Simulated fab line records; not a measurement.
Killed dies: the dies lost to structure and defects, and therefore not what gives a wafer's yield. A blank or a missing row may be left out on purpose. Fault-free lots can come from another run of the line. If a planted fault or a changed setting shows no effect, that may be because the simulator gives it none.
Chamber matching    flow n5-finfet    N5_FIN_SAQP_PECVD_47 on pecvd-03: 3 sister chambers
The step deposits a-Si from SiH4/He, target thk 45 nm, time 36.3 s. 6 wafers are shown with their chamber, then 8 later ones without.

## WAFERS, EACH WITH ITS CHAMBER
wafer   chamber  throttle-valve-pct (%)  showerhead-plenum-p-Torr (Torr)
L083.4  0        18.0                    5.630
L083.5  1        19.3                    5.679
L085.1  2        17.5                    5.673
L085.2  0        17.9                    5.634
L085.6  1        19.6                    5.682
L094.2  2        17.5                    5.683

## WAFERS WHOSE CHAMBER IS MISSING
wafer   throttle-valve-pct (%)  showerhead-plenum-p-Torr (Torr)
L094.3  17.8                    5.628
L094.4  17.6                    5.698
L095.3  17.6                    5.675
L095.4  17.3                    5.695
L095.5  19.8                    5.670
L096.2  17.7                    5.697
L096.3  19.3                    5.678
L096.5  17.9                    5.649

## CHAMBER TAKEN BY EACH
wafer   from the rows above  in truth
L094.3  0                    0
L094.4  2                    2
L095.3  2                    2
L095.4  2                    2
L095.5  1                    1
L096.2  2                    2
L096.3  1                    1
L096.5  0                    0
8 of 8 placed correctly. Can't be placed from these rows: 0. Wrongly placed: 0.
How it was worked out, from the rows above alone: a wafer's distance from a chamber is the root of the sum, over the readings, of the square of ((its reading less the chamber's mean) divided by the reading's scatter). The wafer belongs to the nearest chamber; if the next one is less than 2 further off, it can't be placed. For every chamber, the mean is computed from those of its wafers that are shown. The scatter is the square root of a quotient: the sum, over the shown wafers, of each reading's squared deviation from its chamber's mean, divided by wafers minus chambers.
